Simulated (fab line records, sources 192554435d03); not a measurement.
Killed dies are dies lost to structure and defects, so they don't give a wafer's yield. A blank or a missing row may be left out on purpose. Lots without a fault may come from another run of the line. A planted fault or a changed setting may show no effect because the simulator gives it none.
Which tool did it? | flow n5_finfet | 10 lots, 30 wafers sampled, at 4 steps of a route of 1938

WHAT THE GAUGES READ, wafer by wafer
The record holds no reading of a measuring or inspecting step that can be judged against a usual standard deviation.

WHICH TOOL RAN EACH LOT (tool, then ch and the chambers of the sampled wafers, then the start)
lot  | N5_HKMG_FIN_ALD_79                 | N5_HKMG_FIN_DESCUM_17              | N5_HKMG_FIN_ETCH_31                | N5_HKMG_FIN_STRIP_34
L208 | ald_metal-03 ch 2,3, day 4 01:47   | rie_diel-03 ch 0,1, day 4 03:49    | rie_diel-03 ch 0,1, day 4 03:50    | rie_diel-03 ch 0,1, day 4 04:05
L209 | ald_metal-03 ch 0,1,2, day 4 04:38 | rie_diel-03 ch 0,1,3, day 4 06:46  | rie_diel-03 ch 0,1,3, day 4 06:47  | rie_diel-03 ch 0,1,3, day 4 07:02
L214 | ald_metal-04 ch 1,2,3, day 5 16:04 | rie_diel-03 ch 1,2,3, day 5 18:10  | rie_diel-03 ch 1,2,3, day 5 18:12  | rie_diel-03 ch 0,1,3, day 5 18:28
L217 | ald_metal-04 ch 1,2, day 6 08:22   | rie_diel-03 ch 2,3, day 6 10:22    | rie_diel-03 ch 2,3, day 6 10:25    | rie_diel-03 ch 2,3, day 6 10:40
L218 | ald_metal-04 ch 0,1,2, day 6 12:10 | rie_diel-04 ch 1,2, day 6 14:05    | rie_diel-04 ch 1,2, day 6 14:08    | rie_diel-04 ch 1,2, day 6 14:22
L220 | ald_metal-04 ch 2,3, day 7 04:49   | rie_diel-03 ch 0,1,2, day 7 06:44  | rie_diel-03 ch 0,1,2, day 7 06:46  | rie_diel-03 ch 0,1,2, day 7 07:01
L223 | ald_metal-01 ch 0,1,2, day 7 20:01 | rie_diel-04 ch 1,2,3, day 7 22:07  | rie_diel-04 ch 1,2,3, day 7 22:09  | rie_diel-04 ch 1,2,3, day 7 22:24
L222 | ald_metal-03 ch 1,2, day 8 01:02   | rie_diel-04 ch 1,2, day 8 03:08    | rie_diel-04 ch 1,2, day 8 03:10    | rie_diel-04 ch 1,2, day 8 03:25
L228 | ald_metal-03 ch 0,2, day 9 01:18   | rie_diel-04 ch 1,3, day 9 03:44    | rie_diel-04 ch 1,3, day 9 03:46    | rie_diel-04 ch 1,3, day 9 04:01
L231 | ald_metal-01 ch 1,2,3, day 9 22:20 | rie_diel-05 ch 0,1,3, day 10 00:20 | rie_diel-05 ch 0,1,3, day 10 00:22 | rie_diel-05 ch 0,1,3, day 10 00:37
- N5_HKMG_FIN_ALD_79: deposits TiN, target thk 1.5 nm, pulse time 1 s, purge time 3 s.
- N5_HKMG_FIN_DESCUM_17: chemistry O2, time 7.9 s.
- N5_HKMG_FIN_ETCH_31: etches SiARC in CF4, target depth 45.5 nm, time 75.8 s.
- N5_HKMG_FIN_STRIP_34: strips in CF4.

WHAT THE TOOLS THEMSELVES READ (means of the sampled wafers that have a number; where no wafer has one, the mark that the record gives instead)
N5_HKMG_FIN_ALD_79. Usual: heater_power_w 863 W, standard deviation 63; precursor_pulse_height_rel 1.000, standard deviation 0.019.
lot  | tool         | heater_power_w (W) | precursor_pulse_height_rel | flag
L208 | ald_metal-03 | 858                | 0.998                      |
L209 | ald_metal-03 | 864                | 1.002                      |
L214 | ald_metal-04 | 808                | 0.983                      |
L217 | ald_metal-04 | 826                | 0.989                      |
L218 | ald_metal-04 | 849                | 0.989                      |
L220 | ald_metal-04 | 760                | 0.989                      |
L223 | ald_metal-01 | 923                | 0.989                      |
L222 | ald_metal-03 | 859                | 0.994                      |
L228 | ald_metal-03 | 859                | 0.999                      |
L231 | ald_metal-01 | 884                | 0.990                      |

N5_HKMG_FIN_DESCUM_17. Usual: drypump_motor_current_A 6.0 A, standard deviation 0.44; oes_product_au 0.77 a.u., standard deviation 0.088; rf_vpp_V 243.1 V, standard deviation 1.3; showerhead_plenum_p_Torr 2.09 Torr, standard deviation 0.061; throttle_valve_pct 20.36 %, standard deviation 0.26.
lot  | tool        | drypump_motor_current_A (A) | oes_product_au (a.u.) | rf_vpp_V (V) | showerhead_plenum_p_Torr (Torr) | throttle_valve_pct (%) | flag
L208 | rie_diel-03 | 5.8                         | 0.81                  | 242.5        | 2.08                            | 20.30                  |
L209 | rie_diel-03 | 5.8                         | 0.88                  | 242.4        | 2.06                            | 20.25                  |
L214 | rie_diel-03 | 6.0                         | 0.85                  | 242.9        | 2.08                            | 20.41                  |
L217 | rie_diel-03 | 5.6                         | 0.87                  | 243.2        | 2.09                            | 20.54                  |
L218 | rie_diel-04 | 6.2                         | 0.71                  | 244.5        | 2.13                            | 20.33                  |
L220 | rie_diel-03 | 5.9                         | 0.78                  | 243.1        | 2.10                            | 20.48                  |
L223 | rie_diel-04 | 6.2                         | 0.74                  | 243.3        | 2.08                            | 20.31                  |
L222 | rie_diel-04 | 6.2                         | 0.69                  | 244.4        | 2.13                            | 20.35                  |
L228 | rie_diel-04 | 6.1                         | 0.72                  | 243.1        | 2.11                            | 20.23                  |
L231 | rie_diel-05 | 5.7                         | 0.69                  | 243.5        | 2.06                            | 20.22                  |

N5_HKMG_FIN_ETCH_31. Usual: bias_w 35.99 W, standard deviation 0.11; drypump_motor_current_A 6.0 A, standard deviation 0.44; etch_rf_on_time_s 75.5 s, standard deviation 1.8; oes_product_au 0.66 a.u., standard deviation 0.075; rf_vpp_V 183.8 V, standard deviation 1.1; showerhead_plenum_p_Torr 2.14 Torr, standard deviation 0.052; throttle_valve_pct 15.59 %, standard deviation 0.24.
lot  | tool        | bias_w (W) | drypump_motor_current_A (A) | etch_rf_on_time_s (s) | oes_product_au (a.u.) | rf_vpp_V (V) | showerhead_plenum_p_Torr (Torr) | throttle_valve_pct (%) | flag
L208 | rie_diel-03 | 36.13      | 5.8                         | 75.1                  | 0.69                  | 183.8        | 2.13                            | 15.50                  |
L209 | rie_diel-03 | 35.95      | 5.8                         | 74.5                  | 0.75                  | 183.5        | 2.12                            | 15.47                  |
L214 | rie_diel-03 | 35.95      | 6.0                         | 74.3                  | 0.74                  | 183.5        | 2.14                            | 15.62                  |
L217 | rie_diel-03 | 37.89      | 5.7                         | 74.0                  | 0.74                  | 189.6        | 2.15                            | 15.74                  | OFF
L218 | rie_diel-04 | 36.08      | 6.2                         | 75.0                  | 0.61                  | 184.8        | 2.17                            | 15.56                  |
L220 | rie_diel-03 | 37.79      | 6.0                         | 73.3                  | 0.67                  | 189.0        | 2.15                            | 15.67                  | OFF
L223 | rie_diel-04 | 35.97      | 6.2                         | 76.1                  | 0.63                  | 182.9        | 2.12                            | 15.58                  |
L222 | rie_diel-04 | 35.91      | 6.1                         | 74.5                  | 0.60                  | 184.7        | 2.16                            | 15.60                  |
L228 | rie_diel-04 | 35.92      | 6.1                         | 75.1                  | 0.62                  | 184.1        | 2.14                            | 15.44                  |
L231 | rie_diel-05 | 36.02      | 5.7                         | 76.3                  | 0.59                  | 183.7        | 2.11                            | 15.53                  |

N5_HKMG_FIN_STRIP_34. Usual: drypump_motor_current_A 6.0 A, standard deviation 0.45; oes_product_au 0.76 a.u., standard deviation 0.079; rf_vpp_V 270.9 V, standard deviation 1.4; showerhead_plenum_p_Torr 1.79 Torr, standard deviation 0.04; throttle_valve_pct 13.56 %, standard deviation 0.24.
lot  | tool        | drypump_motor_current_A (A) | oes_product_au (a.u.) | rf_vpp_V (V) | showerhead_plenum_p_Torr (Torr) | throttle_valve_pct (%) | flag
L208 | rie_diel-03 | 5.8                         | 0.79                  | 271.4        | 1.78                            | 13.46                  |
L209 | rie_diel-03 | 5.8                         | 0.86                  | 269.9        | 1.78                            | 13.43                  |
L214 | rie_diel-03 | 5.8                         | 0.84                  | 270.6        | 1.78                            | 13.45                  |
L217 | rie_diel-03 | 5.7                         | 0.84                  | 271.3        | 1.80                            | 13.66                  |
L218 | rie_diel-04 | 6.2                         | 0.70                  | 272.3        | 1.82                            | 13.59                  |
L220 | rie_diel-03 | 6.0                         | 0.77                  | 270.5        | 1.79                            | 13.63                  |
L223 | rie_diel-04 | 6.2                         | 0.73                  | 270.0        | 1.78                            | 13.57                  |
L222 | rie_diel-04 | 6.2                         | 0.69                  | 271.7        | 1.81                            | 13.63                  |
L228 | rie_diel-04 | 6.1                         | 0.71                  | 271.8        | 1.80                            | 13.46                  |
L231 | rie_diel-05 | 5.7                         | 0.69                  | 271.0        | 1.77                            | 13.56                  |

THE ANSWER, worked out from the rows above alone
Rule: a lot is off if the mean of its wafers that have a number lies more than 3 standard deviations from the usual mean. A lot without any number at a reading at which 4 lots or more have one is off too. The other lots that the step has rows for count as sound. The gauges are gone through in route order, then the tools' own readings, and for those a lot's mean is taken as printed above. The first step at which some lot is off is used, and at that step the reading that is off furthest; a lot without a number counts as furthest.
Off: L217, L220, at N5_HKMG_FIN_ETCH_31 (bias_w).
A tool fits if, at that step or a process step before it, it ran every lot that is off, and no sound lot after the first of them. One fits: rie_diel-03 at N5_HKMG_FIN_DESCUM_17 and N5_HKMG_FIN_ETCH_31. At N5_HKMG_FIN_DESCUM_17 its last sound lot is L214 (day 5 18:10), its first lot that is off L217 (day 6 10:22): a fault that began between those two fits.

WHAT THE SIMULATOR HAD PUT IN
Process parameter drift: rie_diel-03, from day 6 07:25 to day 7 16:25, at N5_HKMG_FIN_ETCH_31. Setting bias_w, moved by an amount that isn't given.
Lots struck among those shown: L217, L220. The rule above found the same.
